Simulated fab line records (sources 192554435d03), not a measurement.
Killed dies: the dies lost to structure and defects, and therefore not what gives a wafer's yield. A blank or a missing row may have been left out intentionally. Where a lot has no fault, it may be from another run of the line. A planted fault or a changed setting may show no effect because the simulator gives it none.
fab line records | flow n5Finfet
[record] lots = 6 wafers = 18 lastDay = 18
route steps=1938 shown BEOL_M13@1668
lots with no fault: from the same line, run without faults
startH: hours from the record's opening day to when the first of the lot's shown wafers began | waitH: hours elapsed since this lot's preceding step | " unchanged from the row above | L1.1+2: a single row standing in for several wafers | - no value, or no start given | * or withheld: withheld | < > ~ a bound
route shown NAME@n: a module of which the file shows steps, and the number in the route of the first | usual: average and standard deviation across the fault-free wafers | same: alike in all rows | chamber/n: place in a boat | sites: each site's reading | _std_site: standard deviation across them | _edge_site: outer sites' mean less inner sites' | radiusMm: for every site, how far away it sits from the centre of the wafer | mask NAME#n: copy n | behind: the tool/chamber that last shaped the wafer | hold: cause of the lot's hold/its duration in hours/its outcome | device: the transistor (n, p or np) that didn't switch | end of line: the tests these same wafers got at the end of their route | where a step has no rows: the recipe by itself | killed: the dies lost at the first sort to structure and to defects; this is not the yield of the wafer | map: a wafer's dies, marking killed ones x, the rest . and places with no die _
set.NAME: the run value of the setting; set.NAME@STEP: its run value at that earlier step | model.NAME: the simulator's own value behind a step, which no gauge read
lots seen at some steps along the route; tables by step, rows by wafer
services: a tool's chamber out of use, with start hour (startH, from the record's first day; less than 0 if before it), hours out, and reason
[[steps]]
[step N5_BEOL_M13_HARDBAKE_14]
[recipe] tempC = 130 timeS = 120
[step N5_BEOL_M13_CD_MEAS_10]
[recipe] targetCdNm = 190 landingEnergyEv = 500 detector = seInlens polarity = opening
[usual] cdNm = 191.5/1.1
// columns lot.wafer tool chamber startH waitH cdNm
L611.2 cdSem-01 0 298.31 - 191.0
L611.4 " 0 " " 191.3
L611.5 " 0 " " 189.4
L610.4 cdSem-03 0 298.48 - 190.8
L610.5 " 0 " " 191.4
L610.6 " 0 " " 192.3
L621.1 cdSem-02 0 371.08 - 191.4
L621.3 " 0 " " 191.3
L621.6 " 0 " " 191.6
L626.1 cdSem-03 0 393.42 - 190.7
L626.3 " 0 " " 190.8
L626.5 " 0 " " 191.3
L622.3 cdSem-02 0 393.96 - 189.2
L622.4 " 0 " " 190.0
L622.6 " 0 " " 191.0
L627.1 cdSem-01 0 401.69 - 189.9
L627.4 " 0 " " 189.5
L627.6 " 0 " " 189.1
[step N5_BEOL_M13_OVL_MEAS_11]
[recipe] pointsPerWafer = 44
[usual] V12_OVL = -4/5.7
[same] pointsPerWafer = 44
// columns lot.wafer tool chamber startH waitH V12_OVL[nm]
L611.2 overlay-02 0 298.34 0.0 1
L611.4 " 0 " " -7
L611.5 " 0 " " -4
L610.4 overlay-01 0 298.50 0.0 -14
L610.5 " 0 " " -13
L610.6 " 0 " " -7
L621.1 overlay-01 0 371.11 0.0 1
L621.3 " 0 " " 3
L621.6 " 0 " " -1
L626.1 overlay-02 0 393.45 0.0 -3
L626.3 " 0 " " -3
L626.5 " 0 " " -4
L622.3 overlay-01 0 393.99 0.0 -3
L622.4 " 0 " " -8
L622.6 " 0 " " -4
L627.1 overlay-02 0 401.72 0.0 -5
L627.4 " 0 " " -9
L627.6 " 0 " " -6
[step N5_BEOL_M13_INSPECT_12]
[recipe] mode = adi inspectInstrument = macro
[usual] rawDefectCount = 2.0/1.3
// columns lot.wafer tool chamber startH waitH rawDefectCount
L611.2 defectInspect-02 - 298.36 0.0 3
L611.4 " - " " 2
L611.5 " - " " 6
L610.4 defectInspect-01 - 298.53 0.0 0
L610.5 " - " " 2
L610.6 " - " " 3
L621.1 defectInspect-01 - 371.14 0.0 4
L621.3 " - " " 0
L621.6 " - " " 1
L626.1 defectInspect-02 - 393.47 0.0 2
L626.3 " - " " 2
L626.5 " - " " 2
L622.3 defectInspect-01 - 394.01 0.0 1
L622.4 " - " " 1
L622.6 " - " " 2
L627.1 defectInspect-01 - 401.74 0.0 1
L627.4 " - " " 3
L627.6 " - " " 1
[step N5_BEOL_M13_DESCUM_15]
[recipe] chemistry = O2 timeS = 7.9 sourcePowerW = 50 biasPowerW = 20 pressureMtorr = 20 rfFrequencyHz = 2.712e+07 tempC = 40 o2FlowSccm = 225
[usual] drypumpMotorCurrentA = 5.79/0.28 o2FlowSccm = 224.9/0.63 oesProductAu = 0.80/0.083 rfFwdPowerW = 49.37/0.19 rfVppV = 243.5/1.3 showerheadPlenumPTorr = 2.12/0.07 tempC = 40.00/0.11 throttleValvePct = 20.32/0.24
// columns lot.wafer tool chamber startH waitH drypumpMotorCurrentA o2FlowSccm oesProductAu rfFwdPowerW rfHoursCounterH rfVppV showerheadPlenumPTorr tempC throttleValvePct
L611.2 rieDiel-06 1 298.70 0.3 5.39 225.2 0.74 49.51 179 243.4 2.18 39.96 20.57
L611.4 " 3 " " 5.87 224.5 0.83 49.44 81 241.5 2.02 40.06 20.00
L611.5 " 2 " " 5.85 224.9 0.73 49.42 - 242.2 2.09 40.05 20.66
L610.4 rieDiel-03 2 298.72 0.2 5.70 225.2 0.83 49.61 92 244.7 2.20 40.17 20.10
L610.5 " 3 " " 5.45 225.4 0.76 49.38 - 241.7 2.00 40.14 20.55
L610.6 " 0 " " 5.60 224.8 0.85 49.57 - 243.5 2.14 39.95 20.40
L621.1 rieDiel-05 0 371.17 0.0 5.61 225.3 0.86 48.97 60 242.7 2.11 40.00 19.90
L621.3 " 1 " " 5.93 225.3 0.95 49.30 9 244.9 2.16 39.88 20.47
L621.6 " 1 " " 5.92 224.4 0.96 49.38 - 244.3 2.16 39.74 20.45
L626.1 rieDiel-03 1 393.51 0.0 6.39 224.8 0.67 49.50 230 244.7 2.16 40.08 20.26
L626.3 " 2 " " 5.69 224.4 0.81 49.25 119 243.7 2.19 39.93 20.15
L626.5 " 1 " " 6.35 224.0 0.67 49.67 - 242.5 2.16 40.14 20.24
L622.3 rieDiel-05 1 394.05 0.0 5.92 224.4 0.94 49.41 16 243.5 2.16 39.96 20.47
L622.4 " 3 " " 5.63 224.6 0.80 49.30 83 244.2 2.10 39.99 20.38
L622.6 " 2 " " 6.09 224.5 0.94 49.13 - 246.4 2.22 39.88 20.32
L627.1 rieDiel-03 2 401.78 0.0 5.71 225.5 0.80 49.66 121 243.8 2.19 40.10 20.15
L627.4 " 0 " " 5.61 225.5 0.81 49.25 109 243.8 2.13 39.94 20.45
L627.6 " 2 " " 5.72 224.8 0.81 49.33 - 245.5 2.19 40.12 20.14
[step N5_BEOL_M13_ETCH_59]
[recipe] chemistry = N2/H2 target = BARC targetDepthA = 890 overetchA = 267 timeS = 67.9 ionEnergyEv = 200 pressureMtorr = 30 sourceW = 840 biasW = 150 n2FlowSccm = 200 h2FlowSccm = 200
[usual] drypumpMotorCurrentA = 5.80/0.27 h2FlowSccm = 199.9/0.65 oesProductAu = 0.68/0.065 rfFwdPowerW = 833/3.3 rfVppV = 524.6/2.4 showerheadPlenumPTorr = 2.57/0.077 throttleValvePct = 17.82/0.28
// columns lot.wafer tool chamber startH waitH drypumpMotorCurrentA h2FlowSccm oesProductAu rfFwdPowerW rfHoursCounterH rfVppV showerheadPlenumPTorr throttleValvePct
L611.2 rieDiel-06 1 298.74 0.0 5.41 200.1 0.63 836 179 524.4 2.64 18.11
L611.4 " 3 " " 5.85 200.9 0.70 831 81 521.4 2.45 17.39
L611.5 " 2 " " 5.86 200.0 0.63 834 - 523.5 2.54 18.21
L610.4 rieDiel-03 2 298.75 0.0 5.72 199.4 0.71 834 92 527.6 2.67 17.55
L610.5 " 3 " " 5.46 200.2 0.65 830 - 521.3 2.46 18.21
L610.6 " 0 " " 5.63 199.6 0.71 831 - 525.6 2.59 18.00
L621.1 rieDiel-05 0 371.21 0.0 5.61 199.4 0.72 832 60 524.7 2.58 17.48
L621.3 " 1 " " 5.91 199.6 0.81 833 9 526.2 2.60 17.83
L621.6 " 1 " " 5.91 198.5 0.81 831 - 526.3 2.60 17.83
L626.1 rieDiel-03 1 393.54 0.0 6.34 199.7 0.59 836 230 525.7 2.62 17.70
L626.3 " 2 " " 5.73 201.4 0.67 830 119 527.2 2.66 17.60
L626.5 " 1 " " 6.32 199.6 0.58 833 - 525.2 2.62 17.70
L622.3 rieDiel-05 1 394.08 0.0 5.94 199.6 0.80 830 16 525.9 2.60 17.84
L622.4 " 3 " " 5.65 200.4 0.70 827 83 525.1 2.56 17.79
L622.6 " 2 " " 6.04 200.7 0.80 833 - 528.7 2.73 17.92
L627.1 rieDiel-03 2 401.81 0.0 5.71 200.1 0.68 837 121 528.3 2.66 17.61
L627.4 " 0 " " 5.61 199.6 0.69 831 109 525.4 2.58 18.05
L627.6 " 2 " " 5.72 200.5 0.68 837 - 527.6 2.66 17.61
[step N5_BEOL_M13_VIA_ETCH_16]
[recipe] chemistry = C4F8/O2/Ar target = SiOC pressureMtorr = 30 sourceW = 3000 biasW = 700 Ar_flow_sccm = 400 C4F8_flow_sccm = 15 O2_flow_sccm = 8 heInnerTorr = 15 heOuterTorr = 30 targetDepthA = 9217 timeS = withheld ionEnergyEv = 250 ends = cleared
[usual] drypumpMotorCurrentA = 5.80/0.27 oesProductAu = 0.72/0.073 rfFwdPowerW = 2991/9.7 rfVppV = 666.5/2.9 showerheadPlenumPTorr = 3.45/0.1 throttleValvePct = 24.11/0.23
// columns lot.wafer tool chamber startH waitH drypumpMotorCurrentA oesProductAu rfFwdPowerW rfVppV showerheadPlenumPTorr throttleValvePct
L611.2 rieDiel-06 1 298.79 0.0 5.42 0.67 3007 669.0 3.51 24.16
L611.4 " 3 " " 5.87 0.74 2997 661.0 3.31 23.80
L611.5 " 2 " " 5.82 0.66 3010 664.6 3.38 24.33
L610.4 rieDiel-03 2 298.80 0.0 5.73 0.75 2996 669.2 3.61 23.99
L610.5 " 3 " " 5.46 0.68 2994 662.9 3.29 24.35
L610.6 " 0 " " 5.63 0.76 2974 667.5 3.46 24.08
L621.1 rieDiel-05 0 371.26 0.0 5.63 0.76 2992 668.3 3.47 23.79
L621.3 " 1 " " 5.89 0.86 2986 666.6 3.50 24.23
L621.6 " 1 " " 5.92 0.86 2993 667.4 3.50 24.22
L626.1 rieDiel-03 1 393.60 0.0 6.34 0.60 2998 668.6 3.51 23.88
L626.3 " 2 " " 5.72 0.72 2998 670.2 3.59 24.01
L626.5 " 1 " " 6.38 0.60 2989 667.9 3.51 23.91
L622.3 rieDiel-05 1 394.13 0.0 5.93 0.83 2988 668.1 3.50 24.23
L622.4 " 3 " " 5.64 0.73 2981 668.1 3.44 24.19
L622.6 " 2 " " 6.08 0.85 2991 671.2 3.64 24.25
L627.1 rieDiel-03 2 401.87 0.0 5.72 0.72 2999 670.2 3.59 24.00
L627.4 " 0 " " 5.60 0.73 2999 665.8 3.44 24.12
L627.6 " 2 " " 5.74 0.72 2992 669.0 3.59 24.01
[step N5_BEOL_M13_STRIP_63]
[recipe] chemistry = N2/H2 powerW = 1000 tempC = 250 h2Frac = 0.65 overashFraction = 0.3 pressureMtorr = 1000 n2FlowSccm = 1750 h2FlowSccm = 3250
[usual] drypumpMotorCurrentA = 5.4/0.53 h2FlowSccm = 3250/9.2 heaterPowerW = 357/31 oesProductAu = 0.674/0.0051 stripTimeToEndpointS = 28.0/1.1 tempC = 249.99/0.18
// columns lot.wafer tool chamber startH waitH drypumpMotorCurrentA h2FlowSccm heaterPowerW oesProductAu rfHoursCounterH stripTimeToEndpointS tempC
L611.2 plasmaAsher-01 0 299.03 - 6.0 3239 319 0.673 78 28.5 250.01
L611.4 " 1 " " 4.7 3270 334 0.676 - 28.4 250.10
L611.5 " 1 " " 4.7 3256 329 0.675 - 28.3 250.02
L610.4 plasmaAsher-02 1 299.06 - 5.9 3253 366 0.668 - 26.1 250.06
L610.5 " 0 " " 5.1 3246 392 0.669 - 27.9 249.91
L610.6 " 1 " " 5.9 3256 355 0.678 - 27.4 249.84
L621.1 plasmaAsher-02 0 371.49 - 5.1 3257 400 0.675 146 28.0 249.91
L621.3 " 0 " " 5.1 3251 403 0.677 - 28.6 250.29
L621.6 " 0 " " 5.1 3260 389 0.679 - 27.4 249.79
L626.1 plasmaAsher-02 0 393.86 - 5.1 3247 406 0.673 150 29.0 249.72
L626.3 " 0 " " 5.1 3250 392 0.673 - 28.0 249.80
L626.5 " 0 " " 5.1 3262 407 0.678 - 29.2 249.86
L622.3 plasmaAsher-02 1 394.39 - 5.9 3232 358 0.679 - 28.5 250.10
L622.4 " 0 " " 5.1 3258 394 0.675 - 26.8 249.95
L622.6 " 0 " " 5.1 3259 400 0.675 - 26.7 249.68
L627.1 plasmaAsher-01 0 402.10 - 6.0 3256 321 0.676 100 27.7 250.11
L627.4 " 0 " " 6.0 3248 325 0.677 - 26.6 249.95
L627.6 " 1 " " 4.7 3252 338 0.669 - 26.5 249.88
[step N5_BEOL_M13_STRIP_64]
[recipe] chemistry = N2/H2 powerW = 1000 tempC = 250 h2Frac = 0.65 overashFraction = 0.3 pressureMtorr = withheld n2FlowSccm = 1750 h2FlowSccm = 3250
[usual] drypumpMotorCurrentA = 5.4/0.53 h2FlowSccm = 3250/8.6 heaterPowerW = 356/30 oesProductAu = 0.715/0.004 stripTimeToEndpointS = 31.35/0.064 tempC = 250.00/0.19
// columns lot.wafer tool chamber startH waitH drypumpMotorCurrentA h2FlowSccm heaterPowerW oesProductAu rfHoursCounterH stripTimeToEndpointS tempC
L611.2 plasmaAsher-01 0 299.09 0.0 6.0 3249 311 0.715 78 31.29 250.15
L611.4 " 1 " " 4.7 3246 337 0.718 - 31.36 250.35
L611.5 " 1 " " 4.7 3241 332 0.709 - 31.34 250.03
L610.4 plasmaAsher-02 1 299.12 0.0 6.0 3250 353 0.720 - 31.26 250.13
L610.5 " 0 " " 5.0 3242 391 0.721 - 31.28 249.92
L610.6 " 1 " " 5.9 3238 361 0.711 - 31.24 249.98
L621.1 plasmaAsher-02 0 371.55 0.0 5.1 3257 389 0.717 146 31.48 249.77
L621.3 " 0 " " 5.1 3254 405 0.709 - 31.45 249.99
L621.6 " 0 " " 5.1 3246 391 0.718 - 31.44 249.69
L626.1 plasmaAsher-02 0 393.92 0.0 5.1 3252 390 0.714 150 31.36 250.23
L626.3 " 0 " " 5.1 3240 385 0.720 - 31.29 250.06
L626.5 " 0 " " 5.1 3263 396 0.722 - 31.33 250.38
L622.3 plasmaAsher-02 1 394.45 0.0 5.9 3246 366 0.713 - 31.45 250.13
L622.4 " 0 " " 5.1 3259 401 0.718 - 31.48 249.67
L622.6 " 0 " " 5.1 3257 395 0.719 - 31.37 249.95
L627.1 plasmaAsher-01 0 402.16 0.0 6.0 3234 321 0.718 101 31.47 250.00
L627.4 " 0 " " 6.0 3247 319 0.712 - 31.41 250.00
L627.6 " 1 " " 4.7 3243 332 0.715 - 31.42 250.09
[step N5_BEOL_M13_STRIP_71]
[recipe] chemistry = postEtchResidueRemover timeS = 60 tempC = 25 removerPh = withheld removerWaterWtPct = withheld removerFluorideWtPct = withheld
[step N5_BEOL_M13_SRD_72]
[recipe] timeS = 30 tempC = 23 rinseLiquid = diw dry = n2Spin spinRpm = 1500 dryTimeS = 30
[step N5_BEOL_M13_CD_MEAS_17]
[recipe] targetCdNm = 190 polarity = opening
[usual] cdNm = 191.7/1.5
// columns lot.wafer tool chamber startH waitH cdNm
L611.2 cdSem-02 - 299.23 0.0 191.3
L611.4 " - " " 191.3
L611.5 " - " " 190.2
L610.4 cdSem-03 - 299.25 0.0 190.9
L610.5 " - " " 190.4
L610.6 " - " " 192.1
L621.1 cdSem-03 - 371.70 0.0 189.6
L621.3 " - " " 193.9
L621.6 " - " " 194.3
L626.1 cdSem-03 - 394.07 0.0 191.5
L626.3 " - " " 190.7
L626.5 " - " " 193.2
L622.3 cdSem-01 - 394.58 0.0 192.8
L622.4 " - " " 190.5
L622.6 " - " " 192.8
L627.1 cdSem-03 - 402.31 0.0 190.1
L627.4 " - " " 189.1
L627.6 " - " " 188.7
[step N5_BEOL_M13_COAT_65]
[recipe] resist = SOC tempC = 250 timeS = 60 spinRpm = 1500 resistThkNm = 350
[usual] exhaustPa = 44.9/0.95 heaterPowerTotalW = 500.5/1.8 plateTempC = 249.96/0.18
// columns lot.wafer tool chamber startH waitH exhaustPa heaterPowerTotalW plateTempC model.SOC_of_BEOL_M13_COAT_65.thkNm
L611.2 lithoTrack-04 0 299.27 0.0 42.9 503.2 250.08 351
L611.4 " 0 " " 44.8 501.9 249.67 351.4
L611.5 " 0 " " 44.8 497.9 249.77 351.2
L610.4 lithoTrack-03 0 299.28 0.0 44.8 502.2 250.10 351.4
L610.5 " 0 " " 44.5 500.3 249.95 351
L610.6 " 0 " " 44.9 502.3 249.99 351
L621.1 lithoTrack-03 0 371.74 0.0 44.2 456.6 232.55 351.2
L621.3 " 0 " " 45.0 461.2 232.63 352.8
L621.6 " 0 " " 44.5 461.2 232.32 353
L626.1 lithoTrack-04 0 394.11 0.0 44.2 501.8 249.81 351.6
L626.3 " 0 " " 44.8 497.4 249.98 350.8
L626.5 " 0 " " 44.3 501.0 249.75 351.4
L622.3 lithoTrack-03 0 394.62 0.0 45.8 457.1 232.44 354.8
L622.4 " 0 " " 44.7 456.1 232.59 353.2
L622.6 " 0 " " 44.1 459.9 232.64 353.8
L627.1 lithoTrack-04 0 402.34 0.0 44.4 500.9 249.60 351.6
L627.4 " 0 " " 45.7 501.1 250.25 351.4
L627.6 " 0 " " 45.9 499.4 249.91 352
[step N5_BEOL_M13_COAT_66]
[recipe] resist = SiARC tempC = 220 timeS = 60 spinRpm = 1500 resistThkNm = 110
[[services]]
// columns tool chamber startH hours kind
plasmaAsher-02 - 285.58 2.8 pm
rieDiel-06 3 291.33 1.9 repair
rieDiel-05 1 312.03 4.2 repair
plasmaAsher-02 - 325.39 0.6 repair
rieDiel-05 1 326.87 - clean
rieDiel-05 1 326.87 - consumableReplace:focusRing
rieDiel-05 1 326.87 16.5 scheduledDown
rieDiel-05 1 326.87 16.5 ventCycle
rieDiel-05 - 329.63 7.5 repair
rieDiel-05 2 353.78 - clean
rieDiel-05 2 353.78 - consumableReplace:focusRing
rieDiel-05 2 353.78 - consumableReplace:showerhead
rieDiel-05 2 353.78 19.7 scheduledDown
rieDiel-05 2 353.78 19.7 ventCycle
lithoTrack-03 - 364.35 - consumableReplace:filter
rieDiel-05 3 365.69 3.9 repair
rieDiel-06 0 369.06 18.3 repair
rieDiel-06 0 387.43 - clean
rieDiel-06 0 387.43 - consumableReplace:focusRing
rieDiel-06 0 387.43 22.2 scheduledDown
rieDiel-06 0 387.43 22.2 ventCycle
[[key]]
[firstSign] step = N5_BEOL_M13_COAT_65 reading = plateTempC direction = down sigmas = 96 usual = * struck = *
[effect] step = N5_BEOL_M13_COAT_65 reading = heaterPowerTotalW direction = down sigmas = 24 usual = * struck = *
[modelEffect] step = N5_BEOL_M13_COAT_65 value = SOC_of_BEOL_M13_COAT_65.thkNm without = 349.9 struck = 353.1
metAt N5_BEOL_M13_COAT_65
struckWafers L621.1,L621.3,L621.6,L622.3,L622.4,L622.6
onsetBetween 299.28 371.74
[fault] kind = processParameterDrift tool = lithoTrack-03 chamber = - onsetH = 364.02 steps = N5_BEOL_M13_COAT_65 channel = tempC offset = * shape = step endH = 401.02 actsIn = * stated = *
